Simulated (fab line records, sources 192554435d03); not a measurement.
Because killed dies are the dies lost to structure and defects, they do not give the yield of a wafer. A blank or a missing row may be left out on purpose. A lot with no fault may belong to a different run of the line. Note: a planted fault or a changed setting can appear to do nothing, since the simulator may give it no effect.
What tool caused it? + flow n5-finfet + at 1 step of a route of 1938, 11 lots with 33 wafers sampled

== WHAT THE GAUGES READ, wafer by wafer ==
N5_BEOL_M14_OCD_MEAS_35.
| lot  | measured     | on     | trench-depth-nm (nm) |
|------|--------------|--------|----------------------|
| L117 | day 11 01:04 | ocd-01 | 554 554 557          |
| L120 | day 11 02:42 | ocd-02 | 554 568 554          |
| L123 | day 12 03:27 | ocd-01 | 563 569 565          |
| L126 | day 13 09:23 | ocd-02 | 556 544 561          |
| L128 | day 13 17:16 | ocd-01 | 547 564 548          |
| L129 | day 13 18:18 | ocd-01 | 550 548 567          |
| L127 | day 13 19:56 | ocd-01 | 548 556 547          |
| L132 | day 14 20:48 | ocd-01 | 558 561 553          |
| L134 | day 14 22:36 | ocd-01 | 571 563 550          |
| L136 | day 15 12:56 | ocd-02 | 550 556 562          |
| L135 | day 15 19:39 | ocd-01 | 565 568 560          |

== WHICH TOOL RAN EACH LOT (tool, then ch and the chambers of the sampled wafers, then the start) ==
The record shows no process step preceding these readings.

== WHAT THE TOOLS THEMSELVES READ (means of the sampled wafers that have a number; where no wafer has one, the mark that the record gives instead) ==
The record holds no such reading with a usual standard deviation.

== THE ANSWER, worked out from the rows above alone ==
Rule: usual is defined by the lots themselves. Put in order of their means at a reading, lots are off if they are a third of the lots or fewer, leave a main group of 4 or more, and stand apart from it by a gap of 3 or more times the standard deviation of the main group's means; of several such gaps the widest counts. A main group whose means are all the same, to the digits that the tables above print for the reading, isn't used. A lot without any number at a reading at which 4 lots or more have one is off too. Where the step has rows for the other lots, those lots are counted as sound. Order of review: gauges by route order, followed by the tools' own readings, for which a lot's mean as printed above is used. The first step at which some lot is off is used, and at that step the reading that is off furthest; a lot without a number counts as furthest.
Across all readings shown, no lot is off: no conclusion can be drawn from this.

== WHAT THE SIMULATOR PUT IN ==
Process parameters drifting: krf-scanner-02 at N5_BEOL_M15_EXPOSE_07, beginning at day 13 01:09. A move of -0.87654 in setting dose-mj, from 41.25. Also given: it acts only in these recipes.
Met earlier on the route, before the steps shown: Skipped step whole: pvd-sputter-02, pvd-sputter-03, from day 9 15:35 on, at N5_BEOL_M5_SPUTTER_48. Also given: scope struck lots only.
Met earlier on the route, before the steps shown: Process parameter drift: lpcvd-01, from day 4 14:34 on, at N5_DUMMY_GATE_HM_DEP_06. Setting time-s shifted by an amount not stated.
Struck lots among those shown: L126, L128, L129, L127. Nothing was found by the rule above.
